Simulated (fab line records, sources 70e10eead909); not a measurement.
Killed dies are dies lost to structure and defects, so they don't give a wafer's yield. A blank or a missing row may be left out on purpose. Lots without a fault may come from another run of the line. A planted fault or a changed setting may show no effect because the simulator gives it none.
Which tool did it? | flow nand_harc | 6 lots, 18 wafers sampled, at 5 steps of a route of 1159

WHAT THE GAUGES READ, wafer by wafer
NHARC_END_SORT_01.
lot  | measured     | on        | killed_at_array
L361 | day 21 17:22 | prober-01 | 677 675 674
L371 | day 24 09:32 | prober-02 | 19 8 15
L372 | day 24 17:19 | prober-02 | 33 32 48
L374 | day 24 02:35 | prober-02 | 21 18 29

WHICH TOOL RAN EACH LOT (tool, then ch and the chambers of the sampled wafers, then the start)
lot  | NHARC_A_STAIRCASE_HM_DEP_462  | NHARC_A_STAIRCASE_ALD_415        | NHARC_A_STAIRCASE_ETCHBACK_416                | NHARC_A_STAIRCASE_DEP_151
L354 | acl_dep-01 ch 0, day 12 18:46 | ald_hk-01 ch 0,1, day 12 22:59   | rie_diel-02 ch 0,3, day 13 13:34 or earlier   | pecvd-04 ch 0,2, day 13 13:34
L361 | acl_dep-01 ch 0, day 13 20:41 | ald_hk-02 ch 0,3, day 14 00:47   | rie_diel-11 ch 0,3, day 14 14:13 or earlier   | pecvd-04 ch 0,1, day 14 14:13
L365 | acl_dep-01 ch 0, day 15 06:46 | ald_hk-01 ch 0,2,3, day 15 11:35 | rie_diel-02 ch 0,1,3, day 15 15:00            | pecvd-02 ch 0,1,2, day 16 03:12
L371 | acl_dep-01 ch 0, day 16 00:32 | ald_hk-01 ch 0,3, day 16 05:35   | rie_diel-05 ch 0,1,3, day 16 17:36 or earlier | pecvd-02 ch 0, day 16 17:36
L372 | acl_dep-02 ch 0, day 16 10:02 | ald_hk-01 ch 1,2, day 16 15:50   | rie_diel-05 ch 1,3, day 17 06:08 or earlier   | pecvd-02 ch 1,2, day 17 06:08
L374 | acl_dep-03 ch 0, day 16 13:52 | ald_hk-04 ch 0,2,3, day 16 19:11 | rie_diel-02 ch 1,2, day 17 06:09 or earlier   | pecvd-01 ch 0,2, day 17 06:09
- NHARC_A_STAIRCASE_HM_DEP_462: deposits aC, target thk 800 nm.
- NHARC_A_STAIRCASE_ALD_415: deposits SiO2, target thk 30 nm, pulse time 6 s, ald cycles 300.
- NHARC_A_STAIRCASE_ETCHBACK_416: etches the open film in C4F8/O2/Ar, target depth 36 nm, time 7.2 s.
- NHARC_A_STAIRCASE_DEP_151: deposits SiO2, target thk 3800 nm.

THE ANSWER, worked out from the rows above alone
Rule: what is usual is taken from the lots themselves. Put in order of their means at a reading, lots are off if they are a third of the lots or fewer, leave a main group of 4 or more, and stand apart from it by a gap of 3 or more times the standard deviation of the main group's means; of several such gaps the widest counts. A main group whose means are all the same, to the digits that the tables above print for the reading, isn't used. A lot without any number at a reading at which 4 lots or more have one is off too. The other lots that the step has rows for count as sound.
No lot is off at any reading shown: from this, nothing can be told.

WHAT THE SIMULATOR HAD PUT IN
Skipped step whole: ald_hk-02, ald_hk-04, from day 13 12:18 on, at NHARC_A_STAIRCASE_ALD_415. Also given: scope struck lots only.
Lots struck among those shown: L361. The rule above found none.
